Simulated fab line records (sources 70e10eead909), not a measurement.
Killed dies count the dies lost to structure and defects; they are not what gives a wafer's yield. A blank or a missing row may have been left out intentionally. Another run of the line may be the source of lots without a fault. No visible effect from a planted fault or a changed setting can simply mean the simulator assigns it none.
fab line records	flow nandHarc
record lots=9	wafers=27	lastDay=33
route steps=1302 shown A_CHANNEL_HOLE_D2@587 END@1302
lots that met no fault: from a run of the same line without faults
startH: hours from the record's opening day to when the first of the lot's shown wafers began	waitH: hours from the lot's prior step to this one	" same as the row above	L1.1+2: one row covering several wafers at once	- no value, or no start was given	* or withheld: withheld	< > ~ a bound
route shown NAME@n: NAME is a module with steps in the file, n the number in the route of the first one	usual: the fault-free wafers' mean and standard deviation	same: alike in all rows	chamber/n: place in a boat	sites: the reading at each site	_std_site: standard deviation across them	_edge_site: outer sites' mean less inner sites'	radiusMm: for every site, how far away it sits from the centre of the wafer	mask NAME#n: copy n	behind: the tool/chamber that last shaped the wafer	hold: cause of the lot's hold/its duration in hours/its outcome	device: which transistor (n, p or np) failed to switch	end of line: the tests these same wafers got at the end of their route	step lacking rows: just its recipe	killed: dies lost to structure and defects at the first sort, not the wafer's yield	map: per-die view of a wafer (x killed, . not killed, _ where there is no die)
set.NAME: setting as actually run; set.NAME@STEP: the setting as run at that earlier step	model.NAME: the simulator's own value behind a step, which no gauge read
the route's steps for a sample of lots (tables are steps, rows are wafers)
services: from which hour (startH, from the record's first day; less than 0 if before it) a tool's chamber was out of use, for how many hours, and why
## steps
# step NHARC_A_CHANNEL_HOLE_D2_ETCH_39
# recipe targetDepthA=2600	overEtchFrac=0.3	timeS=325	ionEnergyEv=200	n2FlowSccm=150	h2FlowSccm=150	arFlowSccm=0	rfW=400	biasW=150	chemistry=N2/H2
# usual biasW=150.0/0.4	chamberPressureMTorr=30.006/0.029	drypumpMotorCurrentA=5.8/0.48	oesProductAu=1.002/0.0083	rfVppV=431.5/3	showerheadPlenumPTorr=2.08/0.1	throttleValvePct=14.174/0.0094
lot.wafer	tool	chamber	startH	waitH	biasW	chamberPressureMTorr	drypumpMotorCurrentA	oesProductAu	rfHoursCounterH	rfVppV	showerheadPlenumPTorr	throttleValvePct
L692.2	rieDiel-04	3	-	-	150.1	30.012	6.1	0.994	5.4	431.2	2.13	14.168
L692.3	"	0	"	"	150.2	30.015	6.3	1.011	5.7	432.5	2.15	14.172
L692.5	"	2	"	"	148.9	30.005	5.2	1.016	-	434.1	2.20	14.187
L695.4	rieDiel-04	0	-	-	149.5	29.993	6.3	1.001	8.3	433.7	2.15	14.168
L695.2	"	2	"	"	150.1	29.963	5.2	1.025	8.0	434.8	2.20	14.195
L695.6	"	0	"	"	149.8	30.014	6.3	0.997	-	433.7	2.15	14.158
L699.4	rieDiel-04	3	-	-	150.9	30.016	6.2	1.000	0.1	432.9	2.13	14.158
L699.2	"	0	"	"	150.4	29.988	6.3	1.007	0.1	433.9	2.15	14.170
L699.6	"	0	"	"	150.2	30.017	6.3	1.010	-	434.5	2.15	14.175
L702.3	rieDiel-04	3	-	-	149.7	30.001	6.2	1.003	1.2	432.8	2.13	14.162
L702.6	"	0	"	"	149.8	29.991	6.3	1.022	-	433.4	2.15	14.163
L702.4	"	2	"	"	149.5	29.977	5.2	1.012	-	432.1	2.20	14.165
L701.3	rieDiel-02	3	-	-	150.3	29.997	5.3	1.004	8.6	434.5	2.14	14.182
L701.2	"	1	"	"	149.5	29.946	6.3	0.983	9.1	429.1	1.97	14.163
L701.4	"	3	"	"	149.7	29.974	5.3	1.008	-	433.2	2.14	14.186
L710.3	rieDiel-04	0	-	-	150.2	29.983	6.3	1.019	7.1	434.7	2.15	14.165
L710.4	"	3	"	"	149.6	29.991	6.2	0.989	6.3	432.0	2.13	14.182
L710.5	"	1	"	"	149.6	30.020	5.4	1.001	-	433.4	2.16	14.165
L711.1	rieDiel-02	1	-	-	150.3	29.989	6.3	1.003	3.5	426.6	1.97	14.165
L711.5	"	1	"	"	150.3	29.972	6.3	1.010	-	427.5	1.97	14.164
L711.6	"	2	"	"	149.6	30.071	5.4	0.999	-	426.1	1.89	14.175
L714.2	rieDiel-04	0	-	-	150.6	29.977	6.3	1.013	8.6	434.0	2.15	14.187
L714.4	"	2	"	"	149.7	30.049	5.2	0.998	8.5	435.0	2.19	14.173
L714.5	"	0	"	"	148.9	29.986	6.3	1.003	-	434.7	2.15	14.168
L715.3	rieDiel-01	1	-	-	149.9	30.053	6.2	1.002	6.2	427.7	1.95	14.190
L715.1	"	2	"	"	150.2	29.988	4.9	1.009	6.4	430.5	2.02	14.178
L715.5	"	0	"	"	149.0	29.963	6.4	1.009	-	430.2	2.08	14.176
# step NHARC_A_CHANNEL_HOLE_D2_ETCH_23
# recipe biasV=5000	sourceW=withheld	pressureMtorr=20	timeS=819	arFlowSccm=375	c4f8FlowSccm=89.3	o2FlowSccm=35.7	tempC=-20	targetDepthA=16000	chemistry=C4F8/O2/Ar
# usual c4f8FlowSccm=89.31/0.25	chamberPressureMTorr=20.001/0.018	drypumpMotorCurrentA=5.79/0.13	showerheadPlenumPTorr=3.67/0.15	throttleValvePct=32.155/0.0091
lot.wafer	tool	chamber	startH	waitH	c4f8FlowSccm	chamberPressureMTorr	drypumpMotorCurrentA	rfHoursCounterH	showerheadPlenumPTorr	throttleValvePct
L692.2	harEtch-01	0	295.88	0.5	89.70	20.017	5.93	151	3.57	32.158
L692.3	"	0	"	"	89.14	20.019	5.94	-	3.57	32.169
L692.5	"	1	"	"	89.07	19.968	5.83	-	3.70	32.151
L695.2	harEtch-01	1	335.19	0.5	89.38	19.975	5.83	173	3.69	32.161
L695.4	"	0	"	"	89.18	19.991	5.96	-	3.56	32.155
L695.6	"	1	"	"	89.57	19.998	5.85	-	3.69	32.166
L699.2	harEtch-01	1	371.86	0.5	-	-	-	-	-	-
L699.4	"	0	"	"	-	-	-	-	-	-
L699.6	"	0	"	"	-	-	-	-	-	-
L702.3	harEtch-01	1	385.99	0.5	-	-	-	-	-	-
L702.4	"	0	"	"	-	-	-	-	-	-
L702.6	"	1	"	"	-	-	-	-	-	-
L701.2	harEtch-01	1	390.05	0.5	-	-	-	-	-	-
L701.4	"	0	"	"	-	-	-	-	-	-
L701.3	"	1	"	"	-	-	-	-	-	-
L710.3	harEtch-02	1	478.36	0.5	89.23	20.031	5.60	-	3.91	32.153
L710.4	"	0	"	"	89.33	19.992	5.65	-	3.91	32.149
L710.5	"	1	"	"	89.57	19.997	5.61	-	3.91	32.171
L711.1	harEtch-01	1	478.87	0.5	89.37	19.991	5.84	261	3.64	32.153
L711.5	"	0	"	"	89.61	19.987	5.96	-	3.52	32.138
L711.6	"	1	"	"	89.06	19.959	5.85	-	3.64	32.162
L714.2	harEtch-01	1	512.76	0.5	89.27	20.007	5.85	280	3.63	32.156
L714.4	"	1	"	"	89.41	20.012	5.84	-	3.63	32.152
L714.5	"	1	"	"	89.45	19.999	5.85	-	3.63	32.163
L715.1	harEtch-01	1	520.46	0.5	88.91	19.994	5.83	284	3.63	32.162
L715.3	"	0	"	"	89.52	20.014	5.97	-	3.50	32.135
L715.5	"	1	"	"	89.29	19.968	5.85	-	3.63	32.167
# step NHARC_A_CHANNEL_HOLE_D2_ETCH_24
# recipe biasV=5000	sourceW=withheld	pressureMtorr=20	timeS=906.2	arFlowSccm=375	c4f8FlowSccm=93.8	o2FlowSccm=31.2	tempC=-20	targetDepthA=15000	chemistry=C4F8/O2/Ar
# usual c4f8FlowSccm=93.79/0.27	chamberPressureMTorr=20.000/0.019	drypumpMotorCurrentA=5.79/0.13	showerheadPlenumPTorr=3.66/0.15	throttleValvePct=32.236/0.0096
lot.wafer	tool	chamber	startH	waitH	c4f8FlowSccm	chamberPressureMTorr	drypumpMotorCurrentA	rfHoursCounterH	showerheadPlenumPTorr	throttleValvePct
L692.2	harEtch-01	0	296.58	0.6	93.28	20.011	5.93	151	3.57	32.247
L692.3	"	0	"	"	93.39	20.016	5.95	-	3.57	32.234
L692.5	"	1	"	"	94.00	19.982	5.84	-	3.70	32.239
L695.2	harEtch-01	1	335.89	0.6	93.94	19.982	5.85	174	3.69	32.235
L695.4	"	0	"	"	94.17	20.010	5.93	-	3.56	32.259
L695.6	"	1	"	"	93.86	20.027	5.86	-	3.69	32.240
L699.2	harEtch-01	1	372.58	0.6	93.97	20.004	5.85	197	3.67	32.228
L699.4	"	0	"	"	93.51	20.033	5.96	-	3.55	32.236
L699.6	"	0	"	"	94.10	20.019	5.97	-	3.55	32.249
L702.3	harEtch-01	1	386.70	0.6	94.01	20.002	5.84	-	3.67	32.244
L702.4	"	0	"	"	93.01	19.998	5.94	-	3.54	32.243
L702.6	"	1	"	"	93.58	20.010	5.84	-	3.67	32.237
L701.2	harEtch-01	1	390.75	0.6	93.48	19.997	5.84	208	3.67	32.237
L701.4	"	0	"	"	94.46	19.990	5.95	-	3.54	32.239
L701.3	"	1	"	"	93.78	19.985	5.86	-	3.67	32.225
L710.3	harEtch-02	1	479.08	0.6	93.73	19.994	5.64	-	3.90	32.243
L710.4	"	0	"	"	93.31	19.991	5.67	-	3.90	32.257
L710.5	"	1	"	"	94.22	19.991	5.64	-	3.90	32.228
L711.1	harEtch-01	1	479.56	0.6	93.60	20.015	5.83	261	3.64	32.233
L711.5	"	0	"	"	93.69	19.983	5.98	-	3.51	32.240
L711.6	"	1	"	"	93.70	19.997	5.86	-	3.64	32.241
L714.2	harEtch-01	1	513.48	0.6	93.94	19.991	5.85	280	3.63	32.230
L714.4	"	1	"	"	93.45	19.989	5.83	-	3.63	32.221
L714.5	"	1	"	"	93.93	20.005	5.86	-	3.63	32.240
L715.1	harEtch-01	1	521.16	0.6	93.61	20.048	5.85	284	3.63	32.239
L715.3	"	0	"	"	93.74	20.030	5.93	-	3.50	32.232
L715.5	"	1	"	"	93.70	20.015	5.84	-	3.63	32.227
# step NHARC_A_CHANNEL_HOLE_D2_ETCH_27
# recipe biasV=400	sourceW=2000	pressureMtorr=25	timeS=90	arFlowSccm=375	c4f8FlowSccm=41.7	o2FlowSccm=83.3	tempC=-20	targetDepthA=4000	chemistry=C4F8/O2/Ar
# usual biasV=400/4.3	c4f8FlowSccm=41.70/0.12	drypumpMotorCurrentA=5.79/0.13	showerheadPlenumPTorr=3.71/0.16	throttleValvePct=27.619/0.0092
lot.wafer	tool	chamber	startH	waitH	biasV	c4f8FlowSccm	drypumpMotorCurrentA	rfHoursCounterH	showerheadPlenumPTorr	throttleValvePct
L692.2	harEtch-01	0	298.41	0.2	397	41.76	5.95	153	3.61	27.626
L692.3	"	0	"	"	400	41.78	5.96	-	3.61	27.619
L692.5	"	1	"	"	402	41.84	5.85	-	3.74	27.612
L695.2	harEtch-01	1	337.74	0.2	396	41.62	5.86	176	3.73	27.626
L695.4	"	0	"	"	398	41.71	5.93	-	3.60	27.639
L695.6	"	1	"	"	398	41.42	5.82	-	3.73	27.621
L699.2	harEtch-01	1	374.35	0.2	395	41.78	5.86	199	3.72	27.616
L699.4	"	0	"	"	398	41.60	5.96	-	3.58	27.623
L699.6	"	0	"	"	399	41.61	5.97	-	3.59	27.618
L702.3	harEtch-01	1	388.36	0.2	400	41.53	5.84	-	3.71	27.619
L702.4	"	0	"	"	401	41.74	5.96	-	3.58	27.629
L702.6	"	1	"	"	405	41.57	5.86	-	3.71	27.608
L701.2	harEtch-01	1	392.50	0.2	402	41.67	5.84	210	3.71	27.619
L701.4	"	0	"	"	399	41.67	5.95	-	3.58	27.604
L701.3	"	1	"	"	402	41.61	5.84	-	3.71	27.622
L710.3	harEtch-02	1	480.76	0.2	406	41.85	5.64	-	3.95	27.630
L710.4	"	0	"	"	405	41.78	5.65	-	3.95	27.621
L710.5	"	1	"	"	403	41.72	5.65	-	3.95	27.618
L711.1	harEtch-01	1	481.32	0.2	397	41.85	5.86	263	3.68	27.632
L711.5	"	0	"	"	391	41.47	5.94	-	3.55	27.617
L711.6	"	1	"	"	395	41.64	5.86	-	3.68	27.612
L714.2	harEtch-01	1	515.23	0.2	403	41.67	5.84	282	3.67	27.625
L714.4	"	1	"	"	402	41.63	5.84	-	3.67	27.614
L714.5	"	1	"	"	399	41.76	5.83	-	3.67	27.611
L715.1	harEtch-01	1	523.01	0.2	393	41.69	5.83	286	3.67	27.636
L715.3	"	0	"	"	399	41.55	5.95	-	3.54	27.613
L715.5	"	1	"	"	399	41.69	5.83	-	3.67	27.616
# step NHARC_A_CHANNEL_HOLE_D2_CD_MEAS_31
# usual cdNm=90.6/1.4
lot.wafer	tool	chamber	startH	waitH	cdNm
L692.2	cdSem-02	-	299.97	-	90.7
L692.3	"	-	"	"	92.5
L692.5	"	-	"	"	89.9
L695.2	cdSem-03	-	339.29	-	92.5
L695.4	"	-	"	"	89.2
L695.6	"	-	"	"	91.4
L699.2	cdSem-03	-	375.87	-	-0.4
L699.4	"	-	"	"	1.4
L699.6	"	-	"	"	1.5
L702.3	cdSem-01	-	389.85	-	0.9
L702.4	"	-	"	"	2.0
L702.6	"	-	"	"	1.9
L701.2	cdSem-01	-	394.02	-	1.5
L701.3	"	-	"	"	0.8
L701.4	"	-	"	"	1.9
L710.3	cdSem-01	-	482.24	-	90.5
L710.4	"	-	"	"	90.4
L710.5	"	-	"	"	90.2
L711.1	cdSem-01	-	482.83	-	88.8
L711.5	"	-	"	"	88.3
L711.6	"	-	"	"	92.0
L714.2	cdSem-01	-	516.74	-	91.5
L714.4	"	-	"	"	92.3
L714.5	"	-	"	"	91.8
L715.1	cdSem-03	-	524.55	-	90.7
L715.3	"	-	"	"	92.2
L715.5	"	-	"	"	91.4
# step NHARC_A_CHANNEL_HOLE_D2_XSEM_32
# recipe landingEnergyEv=35000
# usual botCdNm=75.2/1.6	bowNm=8.64/0.21	tiltDeg=0.07/0.046
lot.wafer	tool	chamber	startH	waitH	botCdNm	bowNm	tiltDeg
L692.2	xsem-01	0	300.05	0.1	74.3	8.88	0.16
L692.3	"	0	"	"	76.0	8.87	0.16
L692.5	"	0	"	"	73.7	8.80	0.16
L695.2	xsem-02	0	339.38	0.1	77.6	8.41	0.06
L695.4	"	0	"	"	74.6	8.43	0.06
L695.6	"	0	"	"	76.3	8.35	0.06
L699.2	xsem-02	0	375.96	0.1	0.0	0.64	0.00
L699.4	"	0	"	"	1.6	0.64	0.00
L699.6	"	0	"	"	1.9	0.64	0.00
L702.3	xsem-01	0	389.94	0.1	1.9	0.39	0.09
L702.4	"	0	"	"	2.7	0.39	0.09
L702.6	"	0	"	"	2.8	0.40	0.09
L701.2	xsem-02	0	394.11	0.1	1.0	0.33	0.05
L701.3	"	0	"	"	0.7	0.33	0.06
L701.4	"	0	"	"	1.6	0.33	0.06
L710.3	xsem-01	0	482.33	0.1	75.7	8.47	0.09
L710.4	"	0	"	"	75.1	8.41	0.10
L710.5	"	0	"	"	75.1	8.54	0.09
L711.1	xsem-02	0	482.92	0.1	72.3	8.75	0.02
L711.5	"	0	"	"	72.4	8.64	0.02
L711.6	"	0	"	"	76.6	8.65	0.02
L714.2	xsem-01	0	516.83	0.1	75.5	8.69	0.04
L714.4	"	0	"	"	76.2	8.69	0.03
L714.5	"	0	"	"	76.1	8.73	0.04
L715.1	xsem-02	0	524.64	0.1	74.6	8.62	0.03
L715.3	"	0	"	"	76.2	8.62	0.03
L715.5	"	0	"	"	75.2	8.75	0.03
# step NHARC_END_SORT_01
# recipe tempC=25
# usual killedAtArray=53/20	killedAtOther=1/1.2	killedAtPeriphery=3.7/2.6	killedDies=58/20	killedOpen=3.5/1.8	killedShort=2.4/1.7
# same grossDies=677
lot.wafer	tool	chamber	startH	waitH	killedAtArray	killedAtOther	killedAtPeriphery	killedDies	killedOpen	killedShort
L699.2	prober-01	0	646.41	2.8	664	1	12	677	8	5
L699.4	prober-01	0	648.00	3.4	669	1	7	677	7	1
L699.6	prober-01	0	649.60	4.0	672	1	4	677	4	3
L701.2	prober-01	0	654.16	2.8	675	1	1	677	8	0
L701.3	prober-01	0	654.96	3.1	673	2	2	677	1	4
L701.4	prober-01	0	655.75	3.4	673	3	1	677	7	1
L702.3	prober-02	0	654.96	3.1	673	1	3	677	4	0
L702.4	prober-02	0	655.76	3.4	669	1	7	677	1	0
L702.6	prober-02	0	657.36	4.0	670	4	3	677	2	3
L715.1	prober-01	0	773.43	2.5	56	2	11	69	5	2
L715.3	prober-01	0	775.04	3.1	55	1	4	60	4	0
L715.5	prober-01	0	776.65	3.7	42	0	7	49	4	1
L714.2	prober-02	0	792.28	2.8	33	0	3	36	1	1
L714.4	prober-02	0	793.89	3.4	36	0	2	38	3	3
L714.5	prober-02	0	794.69	3.7	68	1	1	70	4	4
# killed by level:class
L699.2 A_CHANNEL_HOLE_D2:areaEtch=606 A_SLIT:chamberFilmFlake=24 A_CHANNEL_HOLE_D2:chamberFilmFlake=12 P_STI:chamberFilmFlake=5 A_CHANNEL_HOLE_D1:chamberFilmFlake=4 A_CHANNEL_FILL_D2:chamberFilmFlake=4 P_M2:chamberFilmFlake=3 P_CONTACT:geometricParticle:open=2
L699.4 A_CHANNEL_HOLE_D2:areaEtch=620 A_SLIT:chamberFilmFlake=17 A_CHANNEL_HOLE_D2:chamberFilmFlake=17 P_M2:chamberFilmFlake=3 A_STAIRCASE:chamberFilmFlake=3 A_WL_FILL:chamberFilmFlake=3 A_CONTACT:chamberFilmFlake=3 A_CHANNEL_FILL_D1:geometricParticle:open=2
L699.6 A_CHANNEL_HOLE_D2:areaEtch=634 A_SLIT:chamberFilmFlake=15 A_CHANNEL_HOLE_D2:chamberFilmFlake=10 A_WL_FILL:chamberFilmFlake=4 A_CONTACT:chamberFilmFlake=2 P_CONTACT:geometricParticle:open=1 A_DECK1_JOINT:geometricParticle:short=1 A_DECK1_JOINT:geometricParticle:open=1
L701.2 A_CHANNEL_HOLE_D2:areaEtch=619 A_SLIT:chamberFilmFlake=28 A_STAIRCASE:chamberFilmFlake=6 A_CHANNEL_HOLE_D2:chamberFilmFlake=5 A_CHANNEL_HOLE_D2:geometricParticle:open=3 A_CHANNEL_FILL_D2:chamberFilmFlake=3 A_CONTACT:chamberFilmFlake=3 A_CHANNEL_HOLE_D1:chamberFilmFlake=2
L701.3 A_CHANNEL_HOLE_D2:areaEtch=635 A_SLIT:chamberFilmFlake=10 A_CHANNEL_HOLE_D2:chamberFilmFlake=7 A_CHANNEL_FILL_D2:chamberFilmFlake=6 A_CHANNEL_HOLE_D1:chamberFilmFlake=5 A_STAIRCASE:chamberFilmFlake=3 P_M2:chamberFilmFlake=2 THIN_TSV:chamberFilmFlake=2
L702.3 A_CHANNEL_HOLE_D2:areaEtch=614 A_CHANNEL_HOLE_D1:chamberFilmFlake=37 A_CHANNEL_HOLE_D2:chamberFilmFlake=10 A_CONTACT:chamberFilmFlake=4 A_WL_FILL:geometricParticle:open=2 A_M0:geometricParticle:open=2 P_M2:chamberFilmFlake=2 A_ZERO_WELL:chamberFilmFlake=2
L701.4 A_CHANNEL_HOLE_D2:areaEtch=612 A_SLIT:chamberFilmFlake=24 A_CHANNEL_HOLE_D2:chamberFilmFlake=11 A_CHANNEL_FILL_D2:chamberFilmFlake=6 A_STAIRCASE:chamberFilmFlake=5 A_CHANNEL_HOLE_D2:geometricParticle:open=4 A_CHANNEL_HOLE_D1:chamberFilmFlake=4 THIN_TSV:chamberFilmFlake=3
L702.4 A_CHANNEL_HOLE_D2:areaEtch=616 A_CHANNEL_HOLE_D1:chamberFilmFlake=30 A_CHANNEL_HOLE_D2:chamberFilmFlake=13 P_M2:chamberFilmFlake=5 A_CONTACT:chamberFilmFlake=5 P_ZERO_WELL:chamberFilmFlake=2 A_SLIT:chamberFilmFlake=2 A_STAIRCASE:chamberFilmFlake=2
L702.6 A_CHANNEL_HOLE_D2:areaEtch=609 A_CHANNEL_HOLE_D1:chamberFilmFlake=36 A_CHANNEL_HOLE_D2:chamberFilmFlake=7 A_CONTACT:chamberFilmFlake=7 THIN_TSV:chamberFilmFlake=4 A_STAIRCASE:chamberFilmFlake=3 A_ONON_D1:geometricParticle:short=2 P_M2:chamberFilmFlake=2
L715.1 A_CHANNEL_HOLE_D1:chamberFilmFlake=19 A_CHANNEL_HOLE_D2:chamberFilmFlake=15 A_CONTACT:chamberFilmFlake=9 A_SLIT:chamberFilmFlake=5 P_GATE:chamberFilmFlake=4 A_BLC:geometricParticle:open=2 P_BONDPAD:chamberFilmFlake=2 A_CHANNEL_FILL_D1:chamberFilmFlake=2
L715.3 A_CHANNEL_HOLE_D2:chamberFilmFlake=17 A_CHANNEL_HOLE_D1:chamberFilmFlake=12 A_CONTACT:chamberFilmFlake=10 A_SLIT:chamberFilmFlake=9 A_CHANNEL_HOLE_D2:geometricParticle:open=2 A_STAIRCASE:chamberFilmFlake=2 A_M0:chamberFilmFlake=2 P_GATE:geometricParticle:open=1
L715.5 A_CHANNEL_HOLE_D2:chamberFilmFlake=10 A_CHANNEL_HOLE_D1:chamberFilmFlake=9 A_CONTACT:chamberFilmFlake=8 P_GATE:chamberFilmFlake=4 A_SLIT:chamberFilmFlake=4 A_CHANNEL_FILL_D1:chamberFilmFlake=3 A_M0:chamberFilmFlake=3 P_M0:geometricParticle:open=1
L714.2 A_SLIT:chamberFilmFlake=10 A_CHANNEL_HOLE_D2:chamberFilmFlake=7 A_STAIRCASE:chamberFilmFlake=6 A_ZERO_WELL:chamberFilmFlake=5 P_GATE:chamberFilmFlake=2 A_CHANNEL_HOLE_D1:chamberFilmFlake=2 A_CHANNEL_FILL_D1:geometricParticle:short=1 A_BLC:geometricParticle:open=1
L714.4 A_SLIT:chamberFilmFlake=11 A_CHANNEL_HOLE_D2:chamberFilmFlake=8 A_STAIRCASE:chamberFilmFlake=6 A_M1:chamberFilmFlake=3 A_WL_FILL:chamberFilmFlake=2 P_CONTACT:geometricParticle:short=1 A_ONON_D1:geometricParticle:open=1 A_CHANNEL_FILL_D1:geometricParticle:short=1
L714.5 A_SLIT:chamberFilmFlake=36 A_CHANNEL_HOLE_D2:chamberFilmFlake=17 A_M1:chamberFilmFlake=3 A_SOURCE_PLATE:geometricParticle:open=1 A_ONON_D1:geometricParticle:short=1 A_DECK1_JOINT:geometricParticle:short=1 A_ONON_D2:geometricParticle:open=1 A_SGD_CUT:geometricParticle:open=1
## services
tool	chamber	startH	hours	kind
rieDiel-04	0	284.93	-	clean
rieDiel-04	1	284.93	-	clean
rieDiel-04	2	284.93	-	clean
rieDiel-04	3	284.93	-	clean
rieDiel-01	1	288.30	1.6	repair
rieDiel-04	0	309.43	-	clean
rieDiel-04	1	309.43	-	clean
rieDiel-04	2	309.43	-	clean
rieDiel-04	3	309.43	-	clean
rieDiel-04	0	333.93	-	clean
rieDiel-04	1	333.93	-	clean
rieDiel-01	-	339.86	0.5	repair
rieDiel-01	-	342.83	2.2	repair
rieDiel-04	-	354.90	9.0	pm
xsem-01	-	374.00	14.0	pm
rieDiel-04	1	375.06	8.3	repair
harEtch-02	-	378.22	17.0	pm
rieDiel-01	-	380.99	9.0	pm
rieDiel-02	0	381.28	5.2	repair
rieDiel-04	3	393.68	12.1	repair
rieDiel-02	-	393.70	9.0	pm
rieDiel-01	-	404.88	0.4	repair
rieDiel-01	1	464.60	17.9	repair
rieDiel-01	3	494.40	2.5	repair
## key
firstSign step=NHARC_A_CHANNEL_HOLE_D2_ETCH_23	reading=toolRecord	direction=missing
effect step=NHARC_A_CHANNEL_HOLE_D2_CD_MEAS_31	reading=cdNm	direction=down	sigmas=62	usual=90.6	struck=1.3
effect step=NHARC_A_CHANNEL_HOLE_D2_XSEM_32	reading=botCdNm	direction=down	sigmas=45	usual=75.2	struck=1.6
effect step=NHARC_END_SORT_01	reading=killedAtArray	direction=up	sigmas=31	usual=53	struck=671
moreKillsBornAt NHARC_A_CHANNEL_HOLE_D2_ETCH_23@harEtch-01=5564
metAt NHARC_A_CHANNEL_HOLE_D2_ETCH_23
struckLots L699,L701,L702
laterRowsLeftOut L699.2,L699.4,L699.6,L701.2,L701.3,L701.4,L702.3,L702.4,L702.6
testerLeftOut L699,L701,L702
notActingAt NHARC_A_CHANNEL_HOLE_D2_ETCH_39,NHARC_A_CHANNEL_HOLE_D2_ETCH_24,NHARC_A_CHANNEL_HOLE_D2_ETCH_27
onsetBetween 335.19 371.86
fault kind=skippedStepWhole	tool=harEtch-01	chamber=-	onsetH=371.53	steps=NHARC_A_CHANNEL_HOLE_D2_ETCH_23	scope=struckLotsOnly
# testerLeftOut: of these lots the tester's yield and bins aren't shown, on N5 and GAA mostly nor the transistor test; their killed dies are dies lost to structure and defects alone, not to doping, threshold or leakage, so they don't give the yield
# laterRowsLeftOut: the simulator's readings of these wafers behind a module that went badly wrong aren't trusted and aren't shown, but for the sort
